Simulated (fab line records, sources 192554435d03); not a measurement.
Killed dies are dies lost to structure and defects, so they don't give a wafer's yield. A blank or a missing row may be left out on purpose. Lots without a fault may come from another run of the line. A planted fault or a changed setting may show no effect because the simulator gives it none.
fab line records | flow n5_finfet | part 1 of 2: steps 1 to 27 of 32
record lots=5 wafers=15 last_day=15
route steps=1938 shown BEOL_M7@1321 BEOL_M8@1332
lots that met no fault: from a run of the same line without faults
start_h: hours from the record's first day to the start of the lot's first wafer shown | wait_h: hours since the lot's step before | " the same as in the row above | L1.1+2: a row that stands for several wafers | - no value, or no start given | * or withheld: withheld | < > ~ a bound
route shown NAME@n: a module of which the file shows steps, and the number in the route of the first | usual: mean/standard deviation of fault-free wafers | same: alike in all rows | chamber/n: place in a boat | sites: the reading at each site | _std_site: their standard deviation | _edge_site: outer sites' mean less inner sites' | radius_mm: how far each site lies from the wafer's centre | mask NAME#n: copy n | behind: the tool/chamber that last shaped the wafer | hold: why the lot was held/for how many hours/how that ended | device: the transistor (n, p or np) that didn't switch | end of line: the same wafers' tests at the end of the route | a step without rows: its recipe alone | killed: dies lost to structure and defects at the first sort, not the wafer's yield | map: a wafer's dies, x killed, . not, _ none there
set.NAME: the setting as run; set.NAME@STEP: as run at that earlier step | model.NAME: the simulator's own value behind a step, which no gauge read
lots at some steps of the route; a table a step, a row a wafer
services: from which hour (start_h, from the record's first day; less than 0 if before it) a tool's chamber was out of use, for how many hours, and why
## steps
# step N5_BEOL_M7_SURFACE_TREAT_79
# recipe gas=Ar time_s=* ion_energy_ev=* ion_current_ma_cm2=0.5 pressure_mtorr=* ar_flow_sccm=30
# usual throttle_valve_pct=*
# columns lot.wafer tool chamber start_h wait_h throttle_valve_pct
L080.1 pvd_sputter-03 - 222.42 0.3 *
L080.3 " - " " *
L080.6 " - " " *
L083.1 pvd_sputter-03 - 233.89 0.2 *
L083.3 " - " " *
L083.5 " - " " *
L082.2 pvd_sputter-02 - 242.36 0.2 *
L082.3 " - " " *
L082.5 " - " " *
L087.3 pvd_sputter-03 - 268.92 0.3 *
L087.4 " - " " *
L087.6 " - " " *
L090.1 pvd_sputter-01 - 288.14 0.2 *
L090.3 " - " " *
L090.4 " - " " *
# step N5_BEOL_M7_CVD_78
# recipe material=Co target_thk_a=20 temp_c=withheld precursor=CCTBA/H2 pressure_torr=30 time_s=142.3
# columns lot.wafer tool chamber start_h wait_h since_wet_clean_h
L080.1 cvd_co-01 1 222.48 0.0 69
L080.3 " 2 " " 523
L080.6 " 0 " " -
L083.1 cvd_co-01 2 233.99 0.1 535
L083.3 " 1 " " 80
L083.5 " 2 " " -
L082.2 cvd_co-01 0 242.42 0.0 1002
L082.3 " 2 " " 543
L082.5 " 2 " " -
L087.3 cvd_co-01 0 269.21 0.3 1029
L087.4 " 0 " " -
L087.6 " 1 " " -
L090.1 cvd_co-02 0 288.43 0.3 830
L090.3 " 1 " " 1267
L090.4 " 2 " " -
# step N5_BEOL_M7_SPUTTER_48
# recipe material=Cu target_thk_a=100 temp_c=-20 bias_v=60 power_w=26000 chamber_pressure_pa=0.13 time_s=1.667
# usual chamber_pressure_pa=0.12999/0.00027 throttle_valve_pct=30.1/0.69
# columns lot.wafer tool chamber start_h wait_h chamber_pressure_pa throttle_valve_pct
L080.1 pvd_sputter-03 - 222.90 0.4 0.13023 29.0
L080.3 " - " " 0.13014 29.8
L080.6 " - " " 0.12997 29.8
L083.1 pvd_sputter-02 - 234.11 0.1 0.12981 29.4
L083.3 " - " " 0.13 29.5
L083.5 " - " " 0.12935 30.6
L082.2 pvd_sputter-01 - 242.54 0.1 0.13026 30.6
L082.3 " - " " 0.12926 30.2
L082.5 " - " " 0.13 30.6
L087.3 pvd_sputter-03 - 269.36 0.1 0.1299 30.6
L087.4 " - " " 0.13013 29.2
L087.6 " - " " 0.12999 31.1
L090.1 pvd_sputter-03 - 290.09 1.6 0.12982 31.0
L090.3 " - " " 0.13035 29.2
L090.4 " - " " 0.12992 30.6
# step N5_BEOL_M7_ECD_50
# recipe material=Cu target_thk_a=3000
# columns lot.wafer tool chamber start_h wait_h
L080.1+3+6 ecd_cu-01 0,1,1 223.02 0.1
L083.1+3+5 ecd_cu-02 0,1,1 234.27 0.1
L082.2+3+5 ecd_cu-02 0 242.66 0.1
L087.3+4+6 ecd_cu-02 0,1,1 269.50 0.1
L090.1+3+4 ecd_cu-01 0,1,0 290.21 0.1
# step N5_BEOL_M7_ANNEAL_51
# recipe temp_c=225 time_s=90 ambient=N2
# usual anneal_temp_c_max=225.9/0.37 wafer_temp_C_max=226.14/0.24
# columns lot.wafer tool chamber start_h wait_h anneal_temp_c_max wafer_temp_C_max
L080.1 rtp_anneal-01 0 223.35 0.3 225.4 226.58
L080.3 " 0 " " 225.6 226.14
L080.6 " 0 " " 225.5 226.24
L083.1 rtp_anneal-02 0 234.43 0.1 226.3 226.25
L083.3 " 0 " " 226.2 226.10
L083.5 " 0 " " 226.7 226.47
L082.2 rtp_anneal-02 0 242.88 0.2 226.2 225.89
L082.3 " 0 " " 226.1 226.54
L082.5 " 0 " " 226.2 226.27
L087.3 rtp_anneal-01 0 270.15 0.6 225.5 225.80
L087.4 " 0 " " 225.9 226.13
L087.6 " 0 " " 225.3 226.42
L090.1 rtp_anneal-02 0 290.56 0.3 226.0 226.27
L090.3 " 0 " " 226.2 225.57
L090.4 " 0 " " 226.2 226.32
# step N5_BEOL_M7_CMP_52
# recipe stop_on=SiCOH_lowk t_overpolish_s=6.9 down_force_psi=1 platen_rpm=50 clearing_platen_down_force_psi=1.5 clearing_platen_rpm=50 post_cmp_clean=cu_alkaline target_thk_nm=80 clearing_platen_pad_velocity_m_s=0.99484 pad_velocity_m_s=0.99484
# usual barrier_field_endpoint_s=29.0/0.84 clearing_platen_down_force_psi=1.500/0.003 motor_current_A=6.4/0.64 overpolish_run_s=6.901/0.0099 time_to_endpoint_s=64/3.7
# columns lot.wafer tool chamber start_h wait_h barrier_field_endpoint_s clearing_platen_down_force_psi motor_current_A overpolish_run_s time_to_endpoint_s
L080.3 cmp-03 2 223.91 0.4 28.8 1.505 7.1 6.923 61
L080.1 " 3 " " 28.0 1.497 6.0 6.911 61
L080.6 " 1 " " 27.8 1.502 6.2 6.914 57
L083.1 cmp-03 0 234.80 0.3 28.7 1.497 6.5 6.907 62
L083.3 " 1 " " 27.9 1.506 6.2 6.904 60
L083.5 " 2 " " 29.0 1.495 6.8 6.911 64
L082.2 cmp-02 0 243.14 0.2 26.9 1.496 6.7 6.901 60
L082.3 " 3 " " 28.0 1.499 5.4 6.893 62
L082.5 " 1 " " 27.8 1.499 6.6 6.888 61
L087.4 cmp-03 1 270.36 0.1 28.4 1.499 6.1 6.901 59
L087.3 " 2 " " 28.3 1.500 6.6 6.900 62
L087.6 " 1 " " 28.2 1.496 6.0 6.903 59
L090.3 cmp-03 2 290.85 0.2 29.1 1.501 6.9 6.899 62
L090.4 " 0 " " 29.7 1.499 6.3 6.906 65
L090.1 " 1 " " 28.0 1.498 5.9 6.903 60
# step N5_BEOL_M7_THK_MEAS_53
# recipe thk_meas_gauge=xrf reads=Cu_of_BEOL_M7_ECD_50
# usual M7_THK=79.6/1.8
# columns lot.wafer tool chamber start_h wait_h M7_THK[nm]
L080.1 film_metro-02 - 224.13 - 77.6
L080.3 " - " " 79.3
L080.6 " - " " 77.7
L083.1 film_metro-01 - 235.02 - 77.9
L083.3 " - " " 78.3
L083.5 " - " " 78.2
L082.2 film_metro-01 - 243.43 - 78.7
L082.3 " - " " 81.9
L082.5 " - " " 80.6
L087.3 film_metro-02 - 270.65 - 81.2
L087.4 " - " " 81.4
L087.6 " - " " 81.4
L090.1 film_metro-01 - 291.15 - 76.4
L090.3 " - " " 78.7
L090.4 " - " " 81.1
# step N5_BEOL_M7_PRE_CLEAN_55
# recipe gas=NH3 time_s=15 temp_c=withheld rf_power_w=300
# columns lot.wafer tool chamber start_h wait_h since_wet_clean_h
L080.1 pecvd-01 0 224.17 0.0 928
L080.3 " 1 " " 1653
L080.6 " 1 " " -
L083.1 pecvd-02 0 235.06 0.0 1120
L083.3 " 2 " " 366
L083.5 " 0 " " -
L082.2 pecvd-02 2 243.47 0.0 375
L082.3 " 1 " " 1854
L082.5 " 0 " " -
L087.3 pecvd-02 2 270.69 0.0 402
L087.4 " 0 " " -
L087.6 " 1 " " -
L090.1 pecvd-02 1 291.18 0.0 1901
L090.3 " 0 " " 1176
L090.4 " 1 " " -
# step N5_BEOL_M7_DEP_56
# recipe material=SiCN target_thk_a=100 temp_c=withheld precursor=3MS/NH3 pressure_torr=3 rf_w=202 time_s=17.5
# usual showerhead_plenum_p_Torr=3.661/0.0074 throttle_valve_pct=9.2/0.66
# columns lot.wafer tool chamber start_h wait_h showerhead_plenum_p_Torr since_wet_clean_h throttle_valve_pct
L080.1 pecvd-01 0 224.20 0.0 3.652 928 9.2
L080.3 " 1 " " 3.651 1653 9.7
L080.6 " 1 " " 3.662 - 9.8
L083.1 pecvd-02 0 235.08 0.0 3.655 1120 9.7
L083.3 " 2 " " 3.653 366 8.8
L083.5 " 0 " " 3.667 - 9.4
L082.2 pecvd-02 2 243.49 0.0 3.666 375 9.0
L082.3 " 1 " " 3.673 1854 9.5
L082.5 " 0 " " 3.664 - 9.5
L087.3 pecvd-02 2 270.71 0.0 3.663 402 8.7
L087.4 " 0 " " 3.654 - 9.5
L087.6 " 1 " " 3.677 - 9.3
L090.1 pecvd-02 1 291.21 0.0 3.667 1901 9.4
L090.3 " 0 " " 3.654 1176 9.6
L090.4 " 1 " " 3.668 - 9.2
# step N5_BEOL_M7_RS_MEAS_57
# recipe thk_meas_gauge=four-point-probe reads=Cu_of_BEOL_M7_ECD_50+Co_of_BEOL_M7_CVD_78+TaN_of_BEOL_M7_ALD_77
# usual M7_RS=0.285/0.0067
# columns lot.wafer tool chamber start_h wait_h M7_RS[ohm/sq]
L080.1 film_metro-02 - 224.26 0.1 0.296
L080.3 " - " " 0.286
L080.6 " - " " 0.292
L083.1 film_metro-02 - 235.15 0.1 0.294
L083.3 " - " " 0.291
L083.5 " - " " 0.290
L082.2 film_metro-02 - 243.56 0.1 0.291
L082.3 " - " " 0.278
L082.5 " - " " 0.283
L087.3 film_metro-02 - 270.78 0.1 0.277
L087.4 " - " " 0.277
L087.6 " - " " 0.279
L090.1 film_metro-01 - 291.28 0.1 0.299
L090.3 " - " " 0.288
L090.4 " - " " 0.277
# step N5_BEOL_M7_INSPECT_58
# recipe inspect_instrument=darkfield mode=post_dep
# usual raw_defect_count=72/24
# columns lot.wafer tool chamber start_h wait_h raw_defect_count
L080.1 defect_inspect-01 - 224.29 0.0 71
L080.3 " - " " 97
L080.6 " - " " 61
L083.1 defect_inspect-02 - 235.18 0.0 77
L083.3 " - " " 37
L083.5 " - " " 52
L082.2 defect_inspect-01 - 243.59 0.0 64
L082.3 " - " " 66
L082.5 " - " " 57
L087.3 defect_inspect-02 - 270.81 0.0 82
L087.4 " - " " 75
L087.6 " - " " 68
L090.1 defect_inspect-02 - 291.30 0.0 41
L090.3 " - " " 45
L090.4 " - " " 38
# step N5_BEOL_M8_ILD_DEP_00
# recipe material=SiCOH_lowk target_thk_a=1797.5 temp_c=300 precursor=DEMS/porogen pressure_torr=5 rf_w=500 time_s=33.4
# usual heater_power_outer_w=158/32 heater_power_w=319/38 showerhead_plenum_p_Torr=5.742/0.014 throttle_valve_pct=14.2/0.68
# columns lot.wafer tool chamber start_h wait_h heater_power_outer_w heater_power_w showerhead_plenum_p_Torr since_wet_clean_h throttle_valve_pct
L080.1 pecvd-02 0 224.33 0.0 179 349 5.737 1109 14.3
L080.3 " 1 " " 192 365 5.745 1834 14.4
L080.6 " 0 " " 179 345 5.733 - 14.7
L083.1 pecvd-02 0 235.21 0.0 134 286 5.735 1120 14.4
L083.3 " 1 " " 160 320 5.742 1845 14.4
L083.5 " 1 " " 171 325 5.760 - 14.4
L082.2 pecvd-02 2 243.63 0.0 131 281 5.731 375 13.2
L082.3 " 0 " " 185 361 5.746 1129 14.4
L082.5 " 0 " " 182 356 5.738 - 14.4
L087.3 pecvd-03 0 270.84 0.0 195 381 5.780 1337 14.6
L087.4 " 0 " " 139 301 5.777 - 14.7
L087.6 " 1 " " 145 299 5.732 - 14.6
L090.1 pecvd-01 1 291.34 0.0 186 337 5.740 1720 15.1
L090.3 " 0 " " 143 303 5.740 995 14.0
L090.4 " 1 " " 184 337 5.732 - 15.2
# step N5_BEOL_M8_CURE_74
# recipe temp_c=385 time_s=240 ambient=He/Ar material=SiCOH_lowk
# usual lamp_power_pct=52.31/0.05 wafer_temp_C_max=386.9/0.57
# columns lot.wafer tool chamber start_h wait_h lamp_power_pct wafer_temp_C_max
L080.1 uv_cure-03 2 224.39 0.0 52.43 386.1
L080.3 " 2 " " 52.21 386.4
L080.6 " 2 " " 52.38 386.0
L083.1 uv_cure-03 2 235.28 0.0 52.25 386.2
L083.3 " 2 " " 52.27 386.5
L083.5 " 2 " " 52.29 386.2
L082.2 uv_cure-03 0 243.77 0.1 52.33 387.1
L082.3 " 0 " " 52.29 387.3
L082.5 " 0 " " 52.37 387.0
L087.3 uv_cure-03 0 271.07 0.2 52.34 387.2
L087.4 " 0 " " 52.38 387.1
L087.6 " 0 " " 52.33 386.8
L090.1 uv_cure-02 0 291.50 0.1 52.21 386.4
L090.3 " 0 " " 52.28 386.6
L090.4 " 0 " " 52.29 386.3
# step N5_BEOL_M8_THK_MEAS_01
# recipe reads=SiCOH_lowk_of_BEOL_M8_ILD_DEP_00
# usual M8_ILD_THK=155.3/2.3
# columns lot.wafer tool chamber start_h wait_h M8_ILD_THK[nm]
L080.1 film_metro-01 - 224.91 0.4 153.3
L080.3 " - " " 154.0
L080.6 " - " " 155.1
L083.1 film_metro-02 - 235.79 0.4 154.7
L083.3 " - " " 154.4
L083.5 " - " " 157.1
L082.2 film_metro-01 - 244.20 0.4 155.6
L082.3 " - " " 155.9
L082.5 " - " " 158.4
L087.3 film_metro-01 - 271.42 0.3 152.1
L087.4 " - " " 158.0
L087.6 " - " " 155.4
L090.1 film_metro-02 - 292.02 0.4 156.2
L090.3 " - " " 154.0
L090.4 " - " " 158.9
# step N5_BEOL_M8_PECVD_70
# recipe material=SiO2 target_thk_a=200 temp_c=400 precursor=TEOS/O2 pressure_torr=5.5 rf_w=450 teos_flow_sccm=53.8 gas=O2 flow_sccm=3000 time_s=22.7
# usual heater_power_outer_w=439/58 heater_power_w=719/67 showerhead_plenum_p_Torr=8.79/0.056 throttle_valve_pct=22.8/1.3
# columns lot.wafer tool chamber start_h wait_h heater_power_outer_w heater_power_w showerhead_plenum_p_Torr since_wet_clean_h throttle_valve_pct
L080.1 pecvd-03 0 224.94 0.0 536 835 8.89 1291 23.9
L080.3 " 2 " " 334 630 8.82 537 21.8
L080.6 " 2 " " 344 627 8.80 - 22.1
L083.1 pecvd-02 0 235.83 0.0 405 675 8.75 1121 23.5
L083.3 " 1 " " 556 853 8.83 1846 23.4
L083.5 " 0 " " 410 693 8.75 - 23.5
L082.2 pecvd-03 0 244.24 0.0 495 790 8.90 1311 24.2
L082.3 " 1 " " 446 694 8.80 2036 23.8
L082.5 " 0 " " 491 778 8.92 - 23.8
L087.3 pecvd-01 1 271.46 0.0 483 725 8.74 1700 24.4
L087.4 " 0 " " 386 683 8.78 - 22.5
L087.6 " 2 " " 388 695 8.74 - 20.2
L090.1 pecvd-03 0 292.05 0.0 512 811 8.93 1358 23.9
L090.3 " 2 " " 401 683 8.79 604 22.1
L090.4 " 0 " " 508 801 8.91 - 23.8
# step N5_BEOL_M8_HM_DEP_02
# recipe material=TiN target_thk_a=200 temp_c=25 chamber_pressure_pa=0.49996
# usual chamber_pressure_pa=0.4999/0.00099 throttle_valve_pct=30.1/0.64
# columns lot.wafer tool chamber start_h wait_h chamber_pressure_pa throttle_valve_pct
L080.1 pvd_sputter-03 - 226.81 1.8 0.4991 30.9
L080.3 " - " " 0.4993 29.2
L080.6 " - " " 0.5004 30.9
L083.1 pvd_sputter-03 - 236.63 0.8 0.5010 31.1
L083.3 " - " " 0.4989 29.7
L083.5 " - " " 0.5006 30.8
L082.2 pvd_sputter-01 - 245.74 1.5 0.5004 29.6
L082.3 " - " " 0.4991 29.8
L082.5 " - " " 0.4996 30.1
L087.3 pvd_sputter-03 - 272.10 0.6 0.4989 31.1
L087.4 " - " " 0.4997 30.4
L087.6 " - " " 0.4992 30.7
L090.1 pvd_sputter-03 - 293.45 1.4 0.5014 31.0
L090.3 " - " " 0.5025 29.1
L090.4 " - " " 0.4999 30.1
# step N5_BEOL_M8_COAT_59
# recipe resist=SOC temp_c=250 time_s=60 spin_rpm=1500 resist_thk_nm=100
# columns lot.wafer tool chamber start_h wait_h
L080.1+3+6 litho_track-05 0 226.94 0.1
L083.1+3+5 litho_track-01 0 236.76 0.1
L082.2+3+5 litho_track-01 0 245.87 0.1
L087.3+4+6 litho_track-03 0 272.23 0.1
L090.1+3+4 litho_track-01 0 293.58 0.1
# step N5_BEOL_M8_COAT_60
# recipe resist=SiARC temp_c=220 time_s=60 spin_rpm=1500 resist_thk_nm=35
# columns lot.wafer tool chamber start_h wait_h
L080.1+3+6 litho_track-05 0 - -
L083.1+3+5 litho_track-01 0 - -
L082.2+3+5 litho_track-01 0 - -
L087.3+4+6 litho_track-03 0 - -
L090.1+3+4 litho_track-01 0 - -
# step N5_BEOL_M8_COAT_05
# recipe resist=CAR-ArF spin_rpm=1500 resist_thk_nm=90
# columns lot.wafer tool chamber start_h wait_h
L080.1+3+6 litho_track-05 0 - -
L083.1+3+5 litho_track-01 0 - -
L082.2+3+5 litho_track-01 0 - -
L087.3+4+6 litho_track-03 0 - -
L090.1+3+4 litho_track-01 0 - -
# step N5_BEOL_M8_EBR_07
# recipe solvent=PGMEA ebr_width_mm=1.5
# same ebr_width_mm=1.5
# columns lot.wafer tool chamber start_h wait_h
L080.1+3+6 litho_track-05 0 - -
L083.1+3+5 litho_track-01 0 - -
L082.2+3+5 litho_track-01 0 - -
L087.3+4+6 litho_track-03 0 - -
L090.1+3+4 litho_track-01 0 - -
# step N5_BEOL_M8_SOFTBAKE_06
# recipe temp_c=110 time_s=60 resist=CAR-ArF
# columns lot.wafer tool chamber start_h wait_h
L080.1+3+6 litho_track-05 0 - -
L083.1+3+5 litho_track-01 0 - -
L082.2+3+5 litho_track-01 0 - -
L087.3+4+6 litho_track-03 0 - -
L090.1+3+4 litho_track-01 0 - -
# step N5_BEOL_M8_EXPOSE_08
# recipe mask_id=M8 na=1.35 source_shape=dipole sigma_inner=0.817 sigma_outer=0.97 polarization=te dose_mj=68.25
# same sigma_outer=0.97
# columns lot.wafer tool chamber start_h wait_h mask
L080.1+3+6 arfi_scanner-01 0 227.18 - M8#0
L083.1+3+5 arfi_scanner-02 0 236.88 - M8#0
L082.2+3+5 arfi_scanner-02 0 246.00 - M8#0
L087.3+4+6 arfi_scanner-03 0 272.55 - M8#0
L090.1+3+4 arfi_scanner-01 0 293.82 - M8#0
# step N5_BEOL_M8_PEB_09
# recipe peb_temp_c=withheld peb_time_s=60 resist=CAR-ArF
# columns lot.wafer tool chamber start_h wait_h
L080.1+3+6 litho_track-03 0 227.24 0.1
L083.1+3+5 litho_track-01 0 236.94 0.1
L082.2+3+5 litho_track-03 0 246.05 0.0
L087.3+4+6 litho_track-05 0 272.60 0.0
L090.1+3+4 litho_track-01 0 293.88 0.1
# step N5_BEOL_M8_DEVELOP_10
# recipe develop_time_s=30 developer=TMAH resist=CAR-ArF rinse_liquid=diw dry=air_spin dev_temp_c=23
# same develop_time_s=30
# columns lot.wafer tool chamber start_h wait_h
L080.1+3+6 litho_track-03 0 - -
L083.1+3+5 litho_track-01 0 - -
L082.2+3+5 litho_track-03 0 - -
L087.3+4+6 litho_track-05 0 - -
L090.1+3+4 litho_track-01 0 - -
# step N5_BEOL_M8_CD_MEAS_11
# recipe target_cd_nm=38.5 landing_energy_ev=500 detector=se_inlens polarity=opening
# usual cd_nm=38.4/0.48
# columns lot.wafer tool chamber start_h wait_h cd_nm
L080.1 cd_sem-02 0 227.31 - 38.7
L080.3 " 0 " " 39.2
L080.6 " 0 " " 38.2
L083.1 cd_sem-01 0 237.01 - 38.3
L083.3 " 0 " " 37.6
L083.5 " 0 " " 38.8
L082.2 cd_sem-02 0 246.12 - 37.7
L082.3 " 0 " " 37.7
L082.5 " 0 " " 37.5
L087.3 cd_sem-02 0 272.67 - 38.5
L087.4 " 0 " " 38.5
L087.6 " 0 " " 38.7
L090.1 cd_sem-01 0 293.95 - 37.9
L090.3 " 0 " " 39.1
L090.4 " 0 " " 38.5
# step N5_BEOL_M8_OVL_MEAS_12
# recipe points_per_wafer=44
# usual M8_OVL=0.0/0.72
# columns lot.wafer tool chamber start_h wait_h M8_OVL[nm]
L080.1 overlay-01 0 227.34 0.0 0.2
L080.3 " 0 " " -0.2
L080.6 " 0 " " 0.2
L083.1 overlay-02 0 237.04 0.0 -0.9
L083.3 " 0 " " 0.5
L083.5 " 0 " " 0.1
L082.2 overlay-02 0 246.15 0.0 0.1
L082.3 " 0 " " -0.4
L082.5 " 0 " " -0.5
L087.3 overlay-01 0 272.69 0.0 0.0
L087.4 " 0 " " 1.1
L087.6 " 0 " " 0.5
L090.1 overlay-02 0 293.98 0.0 0.2
L090.3 " 0 " " 0.3
L090.4 " 0 " " -0.9
# step N5_BEOL_M8_INSPECT_13
# recipe mode=adi inspect_instrument=brightfield
# usual raw_defect_count=383/86
# columns lot.wafer tool chamber start_h wait_h raw_defect_count
L080.1 defect_inspect-01 - 227.36 0.0 367
L080.3 " - " " 571
L080.6 " - " " 379
L083.1 defect_inspect-01 - 237.06 0.0 354
L083.3 " - " " 298
L083.5 " - " " 259
L082.2 defect_inspect-02 - 246.17 0.0 264
L082.3 " - " " 346
L082.5 " - " " 461
L087.3 defect_inspect-01 - 272.72 0.0 353
L087.4 " - " " 410
L087.6 " - " " 318
L090.1 defect_inspect-02 - 294.01 0.0 318
L090.3 " - " " 440
L090.4 " - " " 420
